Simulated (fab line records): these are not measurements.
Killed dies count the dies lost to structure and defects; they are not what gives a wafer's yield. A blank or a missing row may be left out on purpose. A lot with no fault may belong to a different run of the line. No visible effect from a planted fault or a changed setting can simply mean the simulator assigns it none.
Matching of chambers -- flow n5-finfet -- N5_BEOL_M9_STRIP_67 on rie-diel-06 has 4 sister chambers
The step strips in CF4. 4 wafers are shown with their chamber, then 11 later ones without.

## EACH WAFER AND ITS CHAMBER
wafer,chamber,showerhead-plenum-p-Torr (Torr)
L084.5,1,1.75
L085.4,0,1.83
L085.5,3,1.75
L091.2,2,1.70

## WAFERS WITH NO CHAMBER GIVEN
wafer,showerhead-plenum-p-Torr (Torr)
L091.3,1.74
L091.5,1.70
L093.1,1.70
L093.2,1.83
L093.3,1.74
L096.2,1.75
L096.3,1.82
L096.6,1.70
L097.2,1.75
L097.4,1.74
L097.6,1.82

## WHICH CHAMBER EACH WENT THROUGH
wafer,from the rows above,in truth
L091.3,can't be placed: 1 or 3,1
L091.5,2,2
L093.1,2,2
L093.2,0,0
L093.3,can't be placed: 1 or 3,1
L096.2,can't be placed: 1 or 3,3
L096.3,0,0
L096.6,2,2
L097.2,can't be placed: 1 or 3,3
L097.4,can't be placed: 1 or 3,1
L097.6,0,0
Correctly placed: 6 of 11. Cannot be placed on the basis of these rows: 5; the candidates contain the true chamber in 5. Wrongly placed: 0.
How it was worked out, from the rows above alone: a wafer's distance from a chamber is the root of the sum, over the readings, of the square of ((its reading less the chamber's mean) divided by the reading's scatter). If the next closest chamber is less than 2 further off than the closest, the wafer can't be placed; otherwise it belongs to the closest. The mean given for a chamber averages the wafers shown for that chamber. The scatter (one wafer shown for each chamber): square how far every hidden wafer sits from the nearest shown wafer, average those squares and take the square root.
